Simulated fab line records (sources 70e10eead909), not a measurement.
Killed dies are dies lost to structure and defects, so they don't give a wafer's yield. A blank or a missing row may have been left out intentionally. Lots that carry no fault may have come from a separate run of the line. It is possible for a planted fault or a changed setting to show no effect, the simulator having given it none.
Which tool is to blame? :: flow nandHarc :: 24 lots with 72 wafers sampled at 3 steps, on a route of 1302 steps

== WHAT THE GAUGES SHOWED, per wafer ==
NHARC_A_WL_FILL_INSPECT_15.
lot: L074
measured: day 20 23:56
on: defectInspect-02
rawDefectCount: 547 594 602

lot: L076
measured: day 21 16:06
on: defectInspect-01
rawDefectCount: 442 520 485

lot: L075
measured: day 21 16:05
on: defectInspect-02
rawDefectCount: 495 551 612

lot: L077
measured: day 21 19:20
on: defectInspect-01
rawDefectCount: 673 813 1110

lot: L078
measured: day 22 07:49
on: defectInspect-01
rawDefectCount: 428 367 477

lot: L079
measured: day 22 17:56
on: defectInspect-02
rawDefectCount: 590 620 379

lot: L080
measured: day 23 16:13
on: defectInspect-02
rawDefectCount: 358 381 337

lot: L081
measured: day 24 11:10
on: defectInspect-02
rawDefectCount: 454 375 411

lot: L083
measured: day 25 00:09
on: defectInspect-01
rawDefectCount: 690 460 620

lot: L082
measured: day 25 08:12
on: defectInspect-01
rawDefectCount: 738 556 701

lot: L084
measured: day 25 16:17
on: defectInspect-01
rawDefectCount: 359 293 380

lot: L085
measured: day 25 19:44
on: defectInspect-02
rawDefectCount: 616 1011 832

lot: L086
measured: day 26 17:11
on: defectInspect-02
rawDefectCount: 439 460 407

lot: L087
measured: day 26 21:01
on: defectInspect-01
rawDefectCount: 574 532 519

lot: L088
measured: day 27 00:05
on: defectInspect-02
rawDefectCount: 274 470 345

lot: L091
measured: day 27 12:19
on: defectInspect-01
rawDefectCount: 443 584 418

lot: L089
measured: day 27 15:57
on: defectInspect-02
rawDefectCount: 754 710 437

lot: L090
measured: day 27 19:03
on: defectInspect-02
rawDefectCount: 458 541 495

lot: L092
measured: day 28 13:25
on: defectInspect-01
rawDefectCount: 273 314 387

lot: L094
measured: day 28 22:08
on: defectInspect-01
rawDefectCount: 549 495 641

lot: L093
measured: day 29 01:09
on: defectInspect-01
rawDefectCount: 527 415 530

lot: L095
measured: day 29 19:37
on: defectInspect-01
rawDefectCount: 465 651 567

lot: L097
measured: day 30 20:01
on: defectInspect-01
rawDefectCount: 748 516 362

lot: L096
measured: day 31 08:06
on: defectInspect-02
rawDefectCount: 527 459 441

NHARC_A_CONTACT_INSPECT_44.
lot: L074
measured: day 21 05:43
on: defectInspect-01
rawDefectCount: 109 91 88

lot: L076
measured: day 21 23:38
on: defectInspect-02
rawDefectCount: 51 57 57

lot: L075
measured: day 21 22:59
on: defectInspect-01
rawDefectCount: 126 166 159

lot: L077
measured: day 22 02:13
on: defectInspect-01
rawDefectCount: 72 82 68

lot: L078
measured: day 22 13:48
on: defectInspect-02
rawDefectCount: 132 105 111

lot: L079
measured: day 23 01:10
on: defectInspect-02
rawDefectCount: 118 112 117

lot: L080
measured: day 23 22:52
on: defectInspect-01
rawDefectCount: 102 115 109

lot: L081
measured: day 24 16:58
on: defectInspect-02
rawDefectCount: 71 61 81

lot: L083
measured: day 25 06:01
on: defectInspect-02
rawDefectCount: 86 71 66

lot: L082
measured: day 25 15:33
on: defectInspect-02
rawDefectCount: 80 84 67

lot: L084
measured: day 25 22:04
on: defectInspect-02
rawDefectCount: 79 73 67

lot: L085
measured: day 26 01:23
on: defectInspect-01
rawDefectCount: 62 64 81

lot: L086
measured: day 27 00:46
on: defectInspect-02
rawDefectCount: 50 58 56

lot: L087
measured: day 27 05:30
on: defectInspect-01
rawDefectCount: 128 121 92

lot: L088
measured: day 27 07:28
on: defectInspect-02
rawDefectCount: 55 64 55

lot: L091
measured: day 27 19:25
on: defectInspect-01
rawDefectCount: 138 140 125

lot: L089
measured: day 27 23:33
on: defectInspect-01
rawDefectCount: 57 51 65

lot: L090
measured: day 28 02:49
on: defectInspect-01
rawDefectCount: 105 104 95

lot: L092
measured: day 28 20:43
on: defectInspect-02
rawDefectCount: 25 20 34

lot: L094
measured: day 29 03:57
on: defectInspect-01
rawDefectCount: 103 125 115

lot: L093
measured: day 29 09:32
on: defectInspect-02
rawDefectCount: 79 62 77

lot: L095
measured: day 30 02:26
on: defectInspect-01
rawDefectCount: 134 117 102

lot: L097
measured: day 31 01:41
on: defectInspect-02
rawDefectCount: 62 76 71

lot: L096
measured: day 31 13:46
on: defectInspect-01
rawDefectCount: 101 83 103

== WHICH TOOL RAN EACH LOT (tool, then ch and the chambers of the sampled wafers, then the start) ==
lot: L074
NHARC_A_WL_FILL_ALD_02: aldMetal-04 ch 0,1,2, day 20 06:54

lot: L076
NHARC_A_WL_FILL_ALD_02: aldMetal-03 ch 1,2, day 20 21:01

lot: L075
NHARC_A_WL_FILL_ALD_02: aldMetal-01 ch 0,2,3, day 20 21:04

lot: L077
NHARC_A_WL_FILL_ALD_02: aldMetal-03 ch 1,2, day 21 01:35

lot: L078
NHARC_A_WL_FILL_ALD_02: aldMetal-01 ch 0,3, day 21 13:59

lot: L079
NHARC_A_WL_FILL_ALD_02: aldMetal-03 ch 2,3, day 22 00:41

lot: L080
NHARC_A_WL_FILL_ALD_02: aldMetal-04 ch 0,1, day 22 22:10

lot: L081
NHARC_A_WL_FILL_ALD_02: aldMetal-03 ch 1,2,3, day 23 17:54

lot: L083
NHARC_A_WL_FILL_ALD_02: aldMetal-04 ch 0,3, day 24 06:19

lot: L082
NHARC_A_WL_FILL_ALD_02: aldMetal-03 ch 0,1,3, day 24 10:07

lot: L084
NHARC_A_WL_FILL_ALD_02: aldMetal-01 ch 0,1,2, day 24 17:59

lot: L085
NHARC_A_WL_FILL_ALD_02: aldMetal-04 ch 0,3, day 25 00:32

lot: L086
NHARC_A_WL_FILL_ALD_02: aldMetal-01 ch 0,1, day 25 23:58

lot: L087
NHARC_A_WL_FILL_ALD_02: aldMetal-03 ch 2,3, day 26 03:20

lot: L088
NHARC_A_WL_FILL_ALD_02: aldMetal-04 ch 0,3, day 26 03:49

lot: L091
NHARC_A_WL_FILL_ALD_02: aldMetal-03 ch 0,1,2, day 26 19:14

lot: L089
NHARC_A_WL_FILL_ALD_02: aldMetal-01 ch 0,2,3, day 26 22:23

lot: L090
NHARC_A_WL_FILL_ALD_02: aldMetal-01 ch 0,2,3, day 27 00:07

lot: L092
NHARC_A_WL_FILL_ALD_02: aldMetal-04 ch 1,2, day 27 19:45

lot: L094
NHARC_A_WL_FILL_ALD_02: aldMetal-03 ch 0,1,3, day 28 04:52

lot: L093
NHARC_A_WL_FILL_ALD_02: aldMetal-01 ch 0,1,2, day 28 05:01

lot: L095
NHARC_A_WL_FILL_ALD_02: aldMetal-04 ch 0,2,3, day 29 01:39

lot: L097
NHARC_A_WL_FILL_ALD_02: aldMetal-03 ch 1,2,3, day 30 02:15

lot: L096
NHARC_A_WL_FILL_ALD_02: aldMetal-04 ch 1,3, day 30 11:58
- NHARC_A_WL_FILL_ALD_02: deposits TiN, target thk 2 nm, pulse time 3 s, ald cycles 100.

== AS READ BY THE TOOLS THEMSELVES (means over the sampled wafers that have a number; for cases with no such wafer, the mark the record gives instead) ==
NHARC_A_WL_FILL_ALD_02.
lot: L074
tool: aldMetal-04
heaterPowerW (W): 1111
precursorPulseHeightRel: 0.998

lot: L076
tool: aldMetal-03
heaterPowerW (W): 1165
precursorPulseHeightRel: 1.014

lot: L075
tool: aldMetal-01
heaterPowerW (W): 985
precursorPulseHeightRel: 0.993

lot: L077
tool: aldMetal-03
heaterPowerW (W): 1210
precursorPulseHeightRel: 0.983

lot: L078
tool: aldMetal-01
heaterPowerW (W): 977
precursorPulseHeightRel: 1.006

lot: L079
tool: aldMetal-03
heaterPowerW (W): 1044
precursorPulseHeightRel: 1.010

lot: L080
tool: aldMetal-04
heaterPowerW (W): 1136
precursorPulseHeightRel: 1.018

lot: L081
tool: aldMetal-03
heaterPowerW (W): 1126
precursorPulseHeightRel: 0.981

lot: L083
tool: aldMetal-04
heaterPowerW (W): 1043
precursorPulseHeightRel: 0.995

lot: L082
tool: aldMetal-03
heaterPowerW (W): 1137
precursorPulseHeightRel: 1.009

lot: L084
tool: aldMetal-01
heaterPowerW (W): 983
precursorPulseHeightRel: 0.992

lot: L085
tool: aldMetal-04
heaterPowerW (W): 1041
precursorPulseHeightRel: 1.006

lot: L086
tool: aldMetal-01
heaterPowerW (W): 960
precursorPulseHeightRel: 0.990

lot: L087
tool: aldMetal-03
heaterPowerW (W): 1080
precursorPulseHeightRel: 1.007

lot: L088
tool: aldMetal-04
heaterPowerW (W): 1036
precursorPulseHeightRel: 1.001

lot: L091
tool: aldMetal-03
heaterPowerW (W): 1128
precursorPulseHeightRel: 1.016

lot: L089
tool: aldMetal-01
heaterPowerW (W): 978
precursorPulseHeightRel: 1.009

lot: L090
tool: aldMetal-01
heaterPowerW (W): 981
precursorPulseHeightRel: 0.984

lot: L092
tool: aldMetal-04
heaterPowerW (W): 1076
precursorPulseHeightRel: 0.989

lot: L094
tool: aldMetal-03
heaterPowerW (W): 1105
precursorPulseHeightRel: 0.970

lot: L093
tool: aldMetal-01
heaterPowerW (W): 994
precursorPulseHeightRel: 1.017

lot: L095
tool: aldMetal-04
heaterPowerW (W): 1040
precursorPulseHeightRel: 0.999

lot: L097
tool: aldMetal-03
heaterPowerW (W): 1100
precursorPulseHeightRel: 0.991

lot: L096
tool: aldMetal-04
heaterPowerW (W): 1124
precursorPulseHeightRel: 1.002

== THE ANSWER, worked out from the rows above alone ==
Rule: the usual values come from the lots themselves. Put in order of their means at a reading, lots are off if they are a third of the lots or fewer, leave a main group of 4 or more, and stand apart from it by a gap of 3 or more times the standard deviation of the main group's means; of several such gaps the widest counts. A main group whose means are all the same, to the digits that the tables above print for the reading, isn't used. A lot without any number at a reading at which 4 lots or more have one is off too. Where the step has rows for the other lots, those lots are counted as sound. The gauges are gone through in route order, then the tools' own readings, and for those a lot's mean is taken as printed above. The first step at which some lot is off is used, and at that step the reading that is off furthest; a lot without a number counts as furthest.
None of the lots is off at any reading shown; this tells nothing.

== WHAT THE SIMULATOR PUT IN ==
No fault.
